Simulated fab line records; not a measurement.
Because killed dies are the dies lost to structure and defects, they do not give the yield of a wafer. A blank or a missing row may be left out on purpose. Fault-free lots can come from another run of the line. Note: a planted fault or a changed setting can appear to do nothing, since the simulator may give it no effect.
Chamber matching -- flow nand harc -- 4 sister chambers for NHARC_A_CHANNEL_FILL_D1_CMP_10 on cmp-01
The step polishes, target thk 150 nm. 16 wafers are shown with their chamber, then 8 later ones without.

== WAFERS PAIRED WITH THEIR CHAMBERS ==
wafer,chamber,motor current A (A),time to endpoint s (s)
L075.1,1,13.6,15.0
L075.3,0,13.4,14.4
L075.6,2,14.4,11.9
L081.1,3,10.8,14.1
L081.2,1,13.4,16.4
L081.6,2,13.9,12.1
L082.1,3,12.1,11.8
L082.4,2,13.9,11.1
L082.5,1,13.2,13.6
L083.4,0,13.3,12.4
L083.5,2,14.0,8.4
L083.6,1,13.1,11.3
L087.1,1,12.5,13.3
L087.5,1,12.9,14.2
L087.6,0,13.5,15.3
L089.3,3,11.4,13.4

SIGNATURES, as means of the wafers listed above
reading,chamber 0,chamber 1,chamber 2,chamber 3,scatter within a chamber
motor current A,13.400,13.117,14.050,11.433,0.386
time to endpoint s,14.033,13.967,10.875,13.100,1.6
Rule: for each reading, subtract the chamber's mean from the wafer's reading, divide by that reading's scatter and square the result; add these up over the readings and take the root, which gives the wafer's distance from the chamber. The wafer belongs to the nearest chamber; if the next one is less than 2 further off, it can't be placed. The scatter: the root of (the sum of the squares of (reading less its chamber's mean) over the shown wafers, divided by (wafers less chambers)).

== WAFERS WITHOUT THEIR CHAMBER ==
wafer,motor current A (A),time to endpoint s (s)
L089.5,13.6,14.7
L089.6,12.7,13.0
L095.1,13.2,11.2
L095.2,13.5,15.2
L095.3,12.6,12.7
L096.1,10.9,12.9
L096.2,13.1,16.2
L096.6,10.9,13.5

== WHICH CHAMBER EACH ONE RAN IN ==
wafer,from the rows above,in truth
L089.5,can't be placed: 0 or 1 or 2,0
L089.6,can't be placed: 1 or 0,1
L095.1,can't be placed: 1 or 0 or 2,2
L095.2,can't be placed: 0 or 1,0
L095.3,can't be placed: 1 or 0 or 3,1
L096.1,3,3
L096.2,can't be placed: 1 or 0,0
L096.6,3,3
Correctly placed: 2 of 8. Cannot be placed on the basis of these rows: 6; the candidates contain the true chamber in 6. Number placed wrongly: 0.
